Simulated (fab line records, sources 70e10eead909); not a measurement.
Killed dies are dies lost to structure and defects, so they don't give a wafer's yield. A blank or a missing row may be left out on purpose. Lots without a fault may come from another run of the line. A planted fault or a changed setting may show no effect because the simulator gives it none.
Chamber matching | flow nand_harc | NHARC_A_STAIRCASE_ETCH_444 on rie_diel-09: 4 sister chambers
The step etches the open film in C4F8/O2, target depth 10200 nm, time 3400 s. 4 wafers are shown with their chamber, then 7 later ones without.

WAFERS WITH THEIR CHAMBER
wafer  | chamber | rf_vpp_V (V)
L080.2 | 1       | 801
L084.3 | 2       | 801
L086.1 | 0       | 807
L086.3 | 3       | 800

WAFERS WITHOUT THEIR CHAMBER
wafer  | rf_vpp_V (V)
L086.6 | 800
L089.1 | 800
L089.2 | 800
L089.5 | 800
L092.1 | 802
L092.2 | 800
L092.4 | 800

WHICH CHAMBER EACH WENT THROUGH
wafer  | from the rows above     | in truth
L086.6 | 3                       | 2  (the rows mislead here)
L089.1 | 3                       | 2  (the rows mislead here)
L089.2 | 3                       | 3
L089.5 | 3                       | 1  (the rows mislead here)
L092.1 | can't be placed: 1 or 2 | 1
L092.2 | 3                       | 3
L092.4 | 3                       | 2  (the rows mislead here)
Placed correctly: 2 of 7. Can't be placed from these rows: 1 (the true chamber is among the candidates in 1). Placed wrongly: 4.
How it was worked out, from the rows above alone: a wafer's distance from a chamber is the root of the sum, over the readings, of the square of ((its reading less the chamber's mean) divided by the reading's scatter). The wafer belongs to the nearest chamber; if the next one is less than 2 further off, it can't be placed. A chamber's mean is the mean of its shown wafers. The scatter: with one shown wafer a chamber, the root of the mean of the squares of how far each hidden wafer lies from its nearest shown one.
